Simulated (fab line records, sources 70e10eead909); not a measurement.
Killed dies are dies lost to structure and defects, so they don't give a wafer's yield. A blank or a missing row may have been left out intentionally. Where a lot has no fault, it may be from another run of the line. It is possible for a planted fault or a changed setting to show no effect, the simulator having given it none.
fab line records	flow nandHarc
record: lots: 6	wafers: 18	lastDay: 32
route steps=1302 shown P_BONDPAD@364 END@1302
lots that met no fault: taken from a fault-free run of the same line
startH: hours from the record's first day to the start of the lot's first wafer shown	waitH: hours from the lot's prior step to this one	" as in the row above	L1.1+2: one row covering several wafers at once	- value missing, or start not given	* or withheld: withheld	< > ~ a bound
route shown NAME@n: NAME is a module with steps in the file, n the number in the route of the first one	usual: mean/standard deviation of fault-free wafers	same: alike in all rows	chamber/n: place in a boat	sites: the reading at each site	_std_site: the values' standard deviation	_edge_site: inner sites' mean taken away from outer sites' mean	radiusMm: how far each site lies from the wafer's centre	mask NAME#n: copy n	behind: the tool/chamber that last shaped the wafer	hold: what put the lot on hold/how long, in hours/how the hold closed	device: the transistor (n, p or np) that didn't switch	end of line: at the end of the route, the tests of the same wafers	a step without rows: its recipe alone	killed: the dies lost at the first sort to structure and to defects; this is not the yield of the wafer	map: dies across one wafer; x = killed, . = not, _ = none there
set.NAME: the setting as run; set.NAME@STEP: as run at that earlier step	model.NAME: the simulator's own value behind a step, which no gauge read
a table for each step, a row for each wafer; lots at some steps of the route
services: a tool's chamber out of use, with start hour (startH, from the record's first day; less than 0 if before it), hours out, and reason
== steps ==
step: NHARC_P_BONDPAD_CD_MEAS_09
recipe: targetCdNm: 500	landingEnergyEv: 500
usual: cdNm: 500.2/1.6
lot.wafer	tool	chamber	startH	waitH	cdNm
L259.2	cdSem-02	0	131.21	-	499.8
L259.4	"	0	"	"	499.7
L259.5	"	0	"	"	500.4
L264.1	cdSem-01	0	184.30	-	502.4
L264.4	"	0	"	"	503.5
L264.6	"	0	"	"	500.9
L273.1	cdSem-03	0	290.27	-	499.0
L273.2	"	0	"	"	500.0
L273.5	"	0	"	"	500.0
L275.1	cdSem-01	0	308.98	-	497.6
L275.2	"	0	"	"	496.4
L275.3	"	0	"	"	497.8
L279.1	cdSem-03	0	335.76	-	498.5
L279.3	"	0	"	"	496.9
L279.4	"	0	"	"	499.4
L280.2	cdSem-01	0	336.80	-	497.5
L280.3	"	0	"	"	498.1
L280.6	"	0	"	"	498.8
step: NHARC_P_BONDPAD_OVL_MEAS_38
usual: overlayXNm: 0/5.2	overlayYNm: 1/6.8
lot.wafer	tool	chamber	startH	waitH	overlayXNm	overlayYNm
L259.2	overlay-01	-	131.29	-	-7	4
L259.4	"	-	"	"	-8	4
L259.5	"	-	"	"	-8	4
L264.1	overlay-01	-	184.39	-	3	3
L264.4	"	-	"	"	3	3
L264.6	"	-	"	"	2	3
L273.1	overlay-01	-	290.36	-	-9	0
L273.2	"	-	"	"	-9	-1
L273.5	"	-	"	"	-9	0
L275.1	overlay-02	-	309.07	-	-10	9
L275.2	"	-	"	"	-11	9
L275.3	"	-	"	"	-11	10
L279.1	overlay-01	-	335.85	-	0	1
L279.3	"	-	"	"	1	1
L279.4	"	-	"	"	0	1
L280.2	overlay-01	-	336.88	-	-3	3
L280.3	"	-	"	"	-3	4
L280.6	"	-	"	"	-2	3
step: NHARC_P_BONDPAD_HARDBAKE_10
recipe: tempC: 118	timeS: 65
step: NHARC_P_BONDPAD_DESCUM_11
recipe: timeS: 3	o2FlowSccm: 200	arFlowSccm: 0	biasPowerW: 0	chemistry: O2
usual: drypumpMotorCurrentA: 5.8/0.5	oesProductAu: 1.001/0.007	rfVppV: 57.9/0.96	showerheadPlenumPTorr: 1.94/0.069	throttleValvePct: 11.312/0.0084
same: timeS: 3
lot.wafer	tool	chamber	startH	waitH	drypumpMotorCurrentA	oesProductAu	rfHoursCounterH	rfVppV	showerheadPlenumPTorr	throttleValvePct
L259.2	rieDiel-02	2	131.43	-	5.1	1.009	5.2	59.1	1.88	11.310
L259.5	"	2	"	"	5.1	1.005	-	58.0	1.88	11.290
L259.4	"	0	"	"	6.0	0.994	-	56.9	1.94	11.315
L264.4	rieDiel-01	0	184.51	-	5.2	1.001	3.6	57.6	1.89	11.314
L264.1	"	1	"	"	6.2	1.009	3.4	56.6	1.86	11.304
L264.6	"	0	"	"	5.2	0.991	-	56.5	1.89	11.314
L273.1	rieDiel-02	2	290.49	-	5.1	1.002	3.2	55.1	1.88	11.310
L273.2	"	0	"	"	6.0	1.007	4.4	57.6	1.93	11.309
L273.5	"	3	"	"	5.7	0.997	-	58.6	2.02	11.307
L275.1	rieDiel-02	3	309.20	-	5.7	1.003	4.8	58.2	2.02	11.313
L275.3	"	0	"	"	6.0	1.004	5.6	57.7	1.93	11.301
L275.2	"	1	"	"	6.5	1.002	5.0	58.8	1.85	11.310
L279.3	rieDiel-01	1	335.98	-	6.2	0.998	3.2	56.9	1.86	11.312
L279.4	"	2	"	"	5.8	0.994	3.0	58.1	1.92	11.298
L279.1	"	3	"	"	6.5	1.001	2.2	58.0	2.03	11.329
L280.2	rieDiel-01	3	337.01	-	6.6	0.988	2.2	58.9	2.03	11.314
L280.3	"	0	"	"	5.2	1.001	3.1	57.8	1.89	11.313
L280.6	"	0	"	"	5.2	0.990	-	56.9	1.89	11.309
step: NHARC_P_BONDPAD_ETCH_37
recipe: targetDepthA: 600	overetchA: 180	timeS: 65.91	ionEnergyEv: 200	n2FlowSccm: 150	h2FlowSccm: 150	arFlowSccm: 0	rfW: 400	biasW: 150	chemistry: N2/H2
step: NHARC_P_BONDPAD_ETCH_12
recipe: targetDepthA: 2000	timeS: 100	chf3FlowSccm: 50	o2FlowSccm: 10	arFlowSccm: 200	rfW: 500	biasW: 200	chemistry: CHF3/O2
usual: drypumpMotorCurrentA: 5.9/0.49	oesProductAu: 0.943/0.02	rfVppV: 371.2/1.9	showerheadPlenumPTorr: 2.44/0.083	throttleValvePct: 20.573/0.0091
same: timeS: 100
lot.wafer	tool	chamber	startH	waitH	drypumpMotorCurrentA	oesProductAu	rfHoursCounterH	rfVppV	showerheadPlenumPTorr	throttleValvePct
L259.2	rieDiel-02	1	-	-	6.5	0.925	5.3	368.7	2.33	20.567
L259.5	"	0	"	"	6.0	0.916	-	371.7	2.43	20.575
L259.4	"	1	"	"	6.5	0.937	-	370.5	2.33	20.570
L264.1	rieDiel-01	1	-	-	6.2	0.947	3.4	368.5	2.33	20.575
L264.4	"	0	"	"	5.2	0.949	3.6	369.1	2.37	20.562
L264.6	"	2	"	"	5.8	0.944	-	371.1	2.41	20.568
L273.2	rieDiel-02	3	-	-	5.7	0.935	3.5	374.0	2.53	20.595
L273.1	"	0	"	"	6.0	0.927	4.5	371.6	2.43	20.576
L273.5	"	3	"	"	5.8	0.933	-	372.2	2.53	20.590
L275.1	rieDiel-02	1	-	-	6.4	0.923	5.0	368.6	2.32	20.569
L275.2	"	2	"	"	5.1	0.924	4.2	370.3	2.36	20.570
L275.3	"	3	"	"	5.8	0.927	4.8	372.9	2.53	20.577
L279.1	rieDiel-01	0	-	-	5.2	0.930	3.1	369.1	2.37	20.578
L279.3	"	1	"	"	6.1	0.907	3.2	369.2	2.33	20.568
L279.4	"	2	"	"	5.8	0.914	3.0	370.5	2.40	20.574
L280.2	rieDiel-01	2	-	-	5.8	0.950	3.1	370.2	2.40	20.574
L280.3	"	0	"	"	5.2	0.956	3.2	369.1	2.37	20.583
L280.6	"	1	"	"	6.2	0.957	-	368.3	2.33	20.573
step: NHARC_P_BONDPAD_CD_MEAS_13
usual: cdNm: 499.7/1.7
lot.wafer	tool	chamber	startH	waitH	cdNm
L259.2	cdSem-01	-	131.82	-	498.7
L259.4	"	-	"	"	499.9
L259.5	"	-	"	"	500.6
L264.1	cdSem-03	-	184.83	-	502.4
L264.4	"	-	"	"	501.5
L264.6	"	-	"	"	500.7
L273.1	cdSem-03	-	290.82	-	499.0
L273.2	"	-	"	"	500.3
L273.5	"	-	"	"	499.5
L275.1	cdSem-03	-	309.51	-	496.4
L275.2	"	-	"	"	496.3
L275.3	"	-	"	"	497.2
L279.1	cdSem-03	-	336.29	-	497.9
L279.3	"	-	"	"	496.6
L279.4	"	-	"	"	499.8
L280.2	cdSem-01	-	337.32	-	497.8
L280.3	"	-	"	"	497.7
L280.6	"	-	"	"	497.9
step: NHARC_P_BONDPAD_STRIP_15
recipe: o2FlowSccm: 500	arFlowSccm: 0	biasW: 0	chemistry: O2
step: NHARC_P_BONDPAD_ETCH_24
recipe: targetDepthA: 300	overEtchFrac: 0.3	timeS: 72.99	ionEnergyEv: 150	cf4FlowSccm: 50	n2FlowSccm: 100	arFlowSccm: 150	rfW: 300	biasW: 100	chemistry: CF4/N2
usual: drypumpMotorCurrentA: 5.8/0.47	oesProductAu: 1.003/0.0084	rfVppV: 315.1/1.6	showerheadPlenumPTorr: 2.68/0.088	throttleValvePct: 19.795/0.0093
same: timeS: 72.99
lot.wafer	tool	chamber	startH	waitH	drypumpMotorCurrentA	oesProductAu	rfHoursCounterH	rfVppV	showerheadPlenumPTorr	throttleValvePct
L259.2	rieDiel-02	0	132.07	0.2	6.0	0.989	5.8	314.2	2.65	19.808
L259.5	"	0	"	"	6.0	0.999	-	313.4	2.65	19.798
L259.4	"	1	"	"	6.4	0.995	-	312.0	2.54	19.794
L264.4	rieDiel-05	0	-	-	6.3	1.017	7.5	313.7	2.69	19.783
L264.1	"	2	"	"	5.1	0.996	7.2	318.4	2.81	19.792
L264.6	"	3	"	"	6.0	1.014	-	315.5	2.74	19.799
L273.1	rieDiel-05	0	-	-	6.3	0.986	4.2	315.5	2.68	19.801
L273.2	"	3	"	"	6.0	0.999	5.0	315.8	2.74	19.797
L273.5	"	0	"	"	6.3	0.992	-	316.0	2.68	19.798
L275.3	rieDiel-05	0	-	-	6.3	0.995	5.7	315.5	2.68	19.777
L275.2	"	1	"	"	5.7	0.995	6.0	315.5	2.76	19.801
L275.1	"	3	"	"	6.0	0.992	5.7	315.6	2.74	19.785
L279.3	rieDiel-02	1	-	-	6.5	1.014	6.4	312.2	2.54	19.799
L279.1	"	2	"	"	5.1	1.006	5.8	313.2	2.58	19.787
L279.4	"	3	"	"	5.7	1.023	6.5	316.4	2.77	19.799
L280.2	rieDiel-02	1	-	-	6.5	1.000	6.4	311.8	2.54	19.799
L280.3	"	2	"	"	5.1	1.012	5.8	313.4	2.58	19.795
L280.6	"	0	"	"	6.0	1.015	-	314.3	2.65	19.770
step: NHARC_P_BONDPAD_STRIP_16
recipe: timeS: 600	tempC: 30	chemistry: postEtchResidueRemover
step: NHARC_P_BONDPAD_DEGAS_25
recipe: tempC: 300	timeS: 60
usual: heaterPowerW: 458/19
same: timeS: 60
lot.wafer	tool	chamber	startH	waitH	heaterPowerW
L259.2	pvdSputter-02	-	132.60	-	447
L259.4	"	-	"	"	455
L259.5	"	-	"	"	439
L264.1	pvdSputter-03	-	185.46	-	443
L264.4	"	-	"	"	464
L264.6	"	-	"	"	443
L273.2	pvdSputter-03	-	291.45	-	466
L273.1	"	-	"	"	464
L273.5	"	-	"	"	473
L275.2	pvdSputter-03	-	310.14	-	467
L275.3	"	-	"	"	489
L275.1	"	-	"	"	442
L279.1	pvdSputter-02	-	336.92	-	469
L279.3	"	-	"	"	514
L279.4	"	-	"	"	451
L280.2	pvdSputter-01	-	337.95	-	443
L280.3	"	-	"	"	430
L280.6	"	-	"	"	421
step: NHARC_P_BONDPAD_PRE_CLEAN_26
recipe: timeS: 30	tempC: 280	gas: H2/He
usual: heaterPowerW: 402/18
same: timeS: 30
lot.wafer	tool	chamber	startH	waitH	heaterPowerW
L259.2	pvdSputter-02	-	-	-	418
L259.4	"	-	"	"	404
L259.5	"	-	"	"	441
L264.4	pvdSputter-03	-	-	-	386
L264.1	"	-	"	"	393
L264.6	"	-	"	"	384
L273.1	pvdSputter-03	-	-	-	420
L273.2	"	-	"	"	424
L273.5	"	-	"	"	409
L275.1	pvdSputter-03	-	-	-	409
L275.3	"	-	"	"	413
L275.2	"	-	"	"	435
L279.1	pvdSputter-02	-	-	-	446
L279.3	"	-	"	"	390
L279.4	"	-	"	"	408
L280.3	pvdSputter-01	-	-	-	385
L280.2	"	-	"	"	375
L280.6	"	-	"	"	384
step: NHARC_P_BONDPAD_PVD_17
recipe: targetThkA: 50	biasV: 168.6	powerW: 15000	chamberPressurePa: 0.12	timeS: 8.06	substrateTempC: 50	material: TaN
usual: substrateTempC: 50.00/0.11	throttleValvePct: 30.4/0.8	timeS: 8.06/0
lot.wafer	tool	chamber	startH	waitH	substrateTempC	throttleValvePct	timeS
L259.4	pvdSputter-02	-	132.71	-	50.11	28.8	8.06
L259.2	"	-	"	"	50.14	30.6	8.06
L259.5	"	-	"	"	50.00	28.8	8.06
L264.4	pvdSputter-03	-	185.56	-	50.00	30.4	8.06
L264.1	"	-	"	"	50.16	30.8	8.06
L264.6	"	-	"	"	49.79	30.4	8.06
L273.2	pvdSputter-03	-	291.59	-	49.98	31.0	10.39
L273.1	"	-	"	"	50.02	30.9	8.06
L273.5	"	-	"	"	50.06	30.0	8.06
L275.2	pvdSputter-03	-	310.24	-	50.03	31.3	10.39
L275.1	"	-	"	"	49.86	30.1	8.06
L275.3	"	-	"	"	49.96	31.1	10.39
L279.3	pvdSputter-02	-	337.04	-	50.14	29.7	8.06
L279.1	"	-	"	"	49.94	30.4	8.06
L279.4	"	-	"	"	49.85	29.9	8.06
L280.3	pvdSputter-01	-	338.07	-	50.09	29.0	8.06
L280.2	"	-	"	"	49.82	30.7	8.06
L280.6	"	-	"	"	49.98	28.9	8.06
step: NHARC_P_BONDPAD_PVD_27
recipe: targetThkA: 300	chamberPressurePa: 5	powerW: 5000	substrateTempC: 30	timeS: 20.49	material: Cu
step: NHARC_END_SORT_01
recipe: tempC: 25
usual: defectLimitedYield: 91.5/2.4	killedAtArray: 52/16	killedAtOther: 0.8/1.1	killedAtPeriphery: 4.2/2.5	killedDies: 57/16	killedOpen: 3.4/2	killedShort: 2.6/1.6	sort_bin_2_pct: 3.0/1.1	sort_bin_3_pct: 0.6/0.31	sort_bin_4_pct: 4.8/1.4	sortNPass: 620/16	sortRimYieldPct: 90/4.8	sortYieldPct: 91.5/2.4
same: grossDies: 677	sort_bin_5_pct[%]: 0	sort_bin_6_pct[%]: 0	sort_bin_7_pct[%]: 0	sort_bin_8_pct[%]: 0	sortRimNGross: 106.00
lot.wafer	tool	chamber	startH	waitH	defectLimitedYield[%]	killedAtArray	killedAtOther	killedAtPeriphery	killedDies	killedOpen	killedShort	sort_bin_2_pct[%]	sort_bin_3_pct[%]	sort_bin_4_pct[%]	sortNPass	sortRimYieldPct[%]	sortYieldPct[%]
L259.2	prober-02	0	561.27	2.8	88.8	70	0	6	76	5	1	4.3	0.6	6.4	601	93	88.8
L259.4	prober-02	0	562.87	3.4	89.8	62	3	4	69	3	3	3.7	0.9	5.6	608	92	89.8
L259.5	prober-02	0	563.66	3.7	91.1	51	2	7	60	6	3	3.0	0.4	5.5	617	83	91.1
L264.1	prober-01	0	602.60	2.5	91.1	59	1	0	60	1	1	3.2	1.2	4.4	617	86	91.1
L264.4	prober-01	0	605.02	3.4	88.3	75	2	2	79	3	2	4.9	0.7	6.1	598	92	88.3
L264.6	prober-01	0	606.63	4.0	86.7	90	0	0	90	3	0	5.8	1.0	6.5	587	91	86.7
L273.1	prober-01	0	708.21	2.5	92.0	53	0	1	54	4	2	3.2	0.6	4.1	623	97	92.0
L273.2	prober-01	0	709.02	2.8	93.2	45	0	1	46	3	2	2.4	0.7	3.7	631	89	93.2
L273.5	prober-01	0	711.44	3.7	92.5	50	0	1	51	1	7	2.7	0.3	4.6	626	96	92.5
L275.1	prober-01	0	742.92	2.5	93.2	38	1	7	46	2	2	2.1	0.1	4.6	631	90	93.2
L275.2	prober-01	0	743.73	2.8	91.4	51	4	3	58	4	4	3.0	0.3	5.3	619	90	91.4
L275.3	prober-01	0	744.53	3.1	94.2	32	3	4	39	2	3	2.8	0.6	2.4	638	89	94.2
L280.2	prober-01	0	762.29	2.8	92.5	48	1	2	51	2	4	1.8	0.9	4.9	626	93	92.5
L280.3	prober-01	0	763.08	3.1	92.3	50	0	2	52	6	2	2.7	0.3	4.7	625	84	92.3
L280.6	prober-01	0	765.48	4.0	91.6	54	0	3	57	0	2	2.5	0.7	5.2	620	91	91.6
L279.1	prober-01	0	769.28	2.5	91.6	55	1	1	57	3	1	3.1	0.4	4.9	620	93	91.6
L279.3	prober-01	0	770.88	3.1	89.2	68	1	4	73	4	2	4.0	1.0	5.8	604	82	89.2
L279.4	prober-01	0	771.68	3.4	88.2	70	4	6	80	4	3	4.3	0.9	6.6	597	84	88.2
killed by level:class
L259.2 A_CHANNEL_HOLE_D2:chamberFilmFlake=39 A_SLIT:chamberFilmFlake=20 P_M2:chamberFilmFlake=3 P_CONTACT:geometricParticle:open=2 A_WL_FILL:chamberFilmFlake=2 A_CONTACT:chamberFilmFlake=2 A_CHANNEL_HOLE_D1:geometricParticle:short=1 A_CHANNEL_FILL_D1:geometricParticle:open=1
L259.4 A_CHANNEL_HOLE_D2:chamberFilmFlake=32 A_SLIT:chamberFilmFlake=15 A_DECK1_JOINT:chamberFilmFlake=4 P_M2:chamberFilmFlake=3 A_WL_FILL:chamberFilmFlake=3 A_CONTACT:chamberFilmFlake=2 A_ONON_D1:geometricParticle:short=1 A_CHANNEL_HOLE_D1:geometricParticle:open=1
L259.5 A_CHANNEL_HOLE_D2:chamberFilmFlake=19 A_SLIT:chamberFilmFlake=18 P_M2:chamberFilmFlake=5 A_CONTACT:chamberFilmFlake=2 THIN_TSV:chamberFilmFlake=2 P_CONTACT:geometricParticle:open=1 P_M2:geometricParticle:open=1 A_ONON_D1:geometricParticle:open=1
L264.1 A_SLIT:chamberFilmFlake=19 A_CHANNEL_HOLE_D2:chamberFilmFlake=14 A_CHANNEL_HOLE_D1:chamberFilmFlake=12 A_CONTACT:chamberFilmFlake=5 A_STAIRCASE:chamberFilmFlake=2 A_WL_FILL:chamberFilmFlake=2 A_SOURCE_PLATE:geometricParticle:short=1 A_M0:geometricParticle:open=1
L264.4 A_CHANNEL_HOLE_D2:chamberFilmFlake=23 A_CHANNEL_HOLE_D1:chamberFilmFlake=18 A_SLIT:chamberFilmFlake=16 A_WL_FILL:chamberFilmFlake=4 A_ZERO_WELL:chamberFilmFlake=3 A_CHANNEL_FILL_D1:chamberFilmFlake=3 A_CONTACT:chamberFilmFlake=3 THIN_TSV:chamberFilmFlake=2
L264.6 A_CHANNEL_HOLE_D1:chamberFilmFlake=32 A_SLIT:chamberFilmFlake=25 A_CHANNEL_HOLE_D2:chamberFilmFlake=19 A_CONTACT:chamberFilmFlake=7 A_CHANNEL_FILL_D2:geometricParticle:open=2 A_M0:chamberFilmFlake=2 A_ONON_D2:geometricParticle:open=1 A_ZERO_WELL:chamberFilmFlake=1
L273.1 A_CHANNEL_HOLE_D1:chamberFilmFlake=33 A_STAIRCASE:chamberFilmFlake=7 A_CONTACT:chamberFilmFlake=3 A_ONON_D1:geometricParticle:open=2 A_SLIT:chamberFilmFlake=2 A_ONON_D1:geometricParticle:short=1 A_ONON_D2:geometricParticle:open=1 A_CHANNEL_FILL_D2:geometricParticle:open=1
L273.2 A_CHANNEL_HOLE_D1:chamberFilmFlake=19 A_CONTACT:chamberFilmFlake=8 A_STAIRCASE:chamberFilmFlake=7 A_SLIT:chamberFilmFlake=5 A_CHANNEL_FILL_D1:geometricParticle:short=2 A_SOURCE_PLATE:geometricParticle:open=1 A_ONON_D2:geometricParticle:open=1 A_SGD_CUT:geometricParticle:open=1
L273.5 A_CHANNEL_HOLE_D1:chamberFilmFlake=29 A_STAIRCASE:chamberFilmFlake=6 A_CONTACT:chamberFilmFlake=5 A_SLIT:chamberFilmFlake=2 P_CONTACT:geometricParticle:short=1 A_ONON_D1:geometricParticle:short=1 A_CHANNEL_FILL_D1:geometricParticle:short=1 A_DECK1_JOINT:geometricParticle:short=1
L275.1 A_CHANNEL_HOLE_D2:chamberFilmFlake=15 A_CHANNEL_HOLE_D1:chamberFilmFlake=7 A_SLIT:chamberFilmFlake=4 A_CONTACT:chamberFilmFlake=3 P_STI:chamberFilmFlake=2 P_GATE:chamberFilmFlake=2 P_M2:chamberFilmFlake=2 A_CHANNEL_FILL_D1:chamberFilmFlake=2
L275.2 A_CHANNEL_HOLE_D2:chamberFilmFlake=21 A_CHANNEL_HOLE_D1:chamberFilmFlake=8 A_SLIT:chamberFilmFlake=7 THIN_TSV:chamberFilmFlake=4 A_SGD_CUT:chamberFilmFlake=3 A_CONTACT:chamberFilmFlake=3 P_M0:geometricParticle:open=2 A_WL_FILL:geometricParticle:short=2
L275.3 A_CHANNEL_HOLE_D2:chamberFilmFlake=11 A_CHANNEL_HOLE_D1:chamberFilmFlake=7 A_SGD_CUT:chamberFilmFlake=4 A_SLIT:chamberFilmFlake=3 A_CHANNEL_FILL_D1:chamberFilmFlake=2 THIN_TSV:chamberFilmFlake=2 P_CONTACT:geometricParticle:open=1 A_ONON_D1:geometricParticle:short=1
L280.2 A_CHANNEL_HOLE_D2:chamberFilmFlake=20 A_CONTACT:chamberFilmFlake=8 A_CHANNEL_HOLE_D1:chamberFilmFlake=7 A_SLIT:chamberFilmFlake=5 A_WL_FILL:geometricParticle:short=2 P_GATE:chamberFilmFlake=2 A_WL_FILL:chamberFilmFlake=2 A_SOURCE_PLATE:geometricParticle:short=1
L280.3 A_CHANNEL_HOLE_D1:chamberFilmFlake=13 A_CHANNEL_HOLE_D2:chamberFilmFlake=13 A_SLIT:chamberFilmFlake=7 A_CONTACT:chamberFilmFlake=4 A_WL_FILL:chamberFilmFlake=3 A_DECK1_JOINT:geometricParticle:short=2 A_ONON_D2:geometricParticle:open=2 A_M0:geometricParticle:open=2
L280.6 A_CHANNEL_HOLE_D2:chamberFilmFlake=24 A_CHANNEL_HOLE_D1:chamberFilmFlake=16 A_SLIT:chamberFilmFlake=9 A_ZERO_WELL:chamberFilmFlake=2 A_WL_FILL:chamberFilmFlake=2 P_M0:geometricParticle:short=1 P_M2:geometricParticle:short=1 P_GATE:chamberFilmFlake=1
L279.1 A_SLIT:chamberFilmFlake=21 A_CHANNEL_HOLE_D2:chamberFilmFlake=16 A_CHANNEL_HOLE_D1:chamberFilmFlake=5 A_CONTACT:chamberFilmFlake=5 A_CHANNEL_FILL_D1:chamberFilmFlake=2 A_CHANNEL_HOLE_D2:geometricParticle:open=1 P_ZERO_WELL:chamberFilmFlake=1 A_SGD_CUT:geometricParticle:short=1
L279.3 A_SLIT:chamberFilmFlake=24 A_CHANNEL_HOLE_D2:chamberFilmFlake=20 A_CHANNEL_HOLE_D1:chamberFilmFlake=11 A_CONTACT:chamberFilmFlake=5 A_STAIRCASE:chamberFilmFlake=3 A_M0:geometricParticle:open=2 P_GATE:chamberFilmFlake=2 P_CONTACT:geometricParticle:open=1
L279.4 A_SLIT:chamberFilmFlake=30 A_CHANNEL_HOLE_D2:chamberFilmFlake=18 A_CHANNEL_HOLE_D1:chamberFilmFlake=9 A_STAIRCASE:chamberFilmFlake=3 A_CONTACT:chamberFilmFlake=3 THIN_TSV:chamberFilmFlake=3 P_CONTACT:geometricParticle:open=2 P_STI:chamberFilmFlake=2
== services ==
tool	chamber	startH	hours	kind
pvdSputter-02	-	110.24	3.1	repair
rieDiel-02	0	122.33	-	clean
rieDiel-02	1	122.33	-	clean
rieDiel-02	2	122.33	-	clean
rieDiel-02	3	127.34	9.4	repair
rieDiel-05	-	130.95	1.1	repair
rieDiel-02	0	134.11	9.6	repair
rieDiel-02	-	146.96	0.5	repair
pvdSputter-01	-	182.99	2.2	repair
rieDiel-01	0	185.23	8.3	repair
pvdSputter-01	-	192.31	41.4	repair
rieDiel-01	-	203.84	9.0	pm
pvdSputter-03	-	206.35	10.0	pm
rieDiel-02	-	216.84	9.0	pm
rieDiel-05	-	229.60	9.0	pm
rieDiel-05	2	257.82	16.8	repair
rieDiel-01	3	275.12	6.8	repair
pvdSputter-02	-	279.16	7.2	repair
rieDiel-01	2	283.31	2.1	repair
pvdSputter-02	-	286.37	10.0	pm
rieDiel-01	3	297.93	10.2	repair
rieDiel-05	3	302.40	5.9	repair
rieDiel-01	3	320.69	7.3	repair
rieDiel-02	1	323.96	3.4	repair
== key ==
firstSign: step: NHARC_P_BONDPAD_PVD_17	reading: timeS	direction: up	sigmas: 99+	usual: *	struck: *
effect none on later readings
metAt NHARC_P_BONDPAD_PVD_17
struckWafers L273.2,L275.2,L275.3
onsetBetween 185.56 291.59
fault: kind: processParameterDrift	tool: pvdSputter-03	chamber: -	onsetH: 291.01	steps: NHARC_P_BONDPAD_PVD_17	channel: timeS	offset: *	shape: step	endH: 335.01	scope: struckWafersOnly	actsIn: *	stated: *
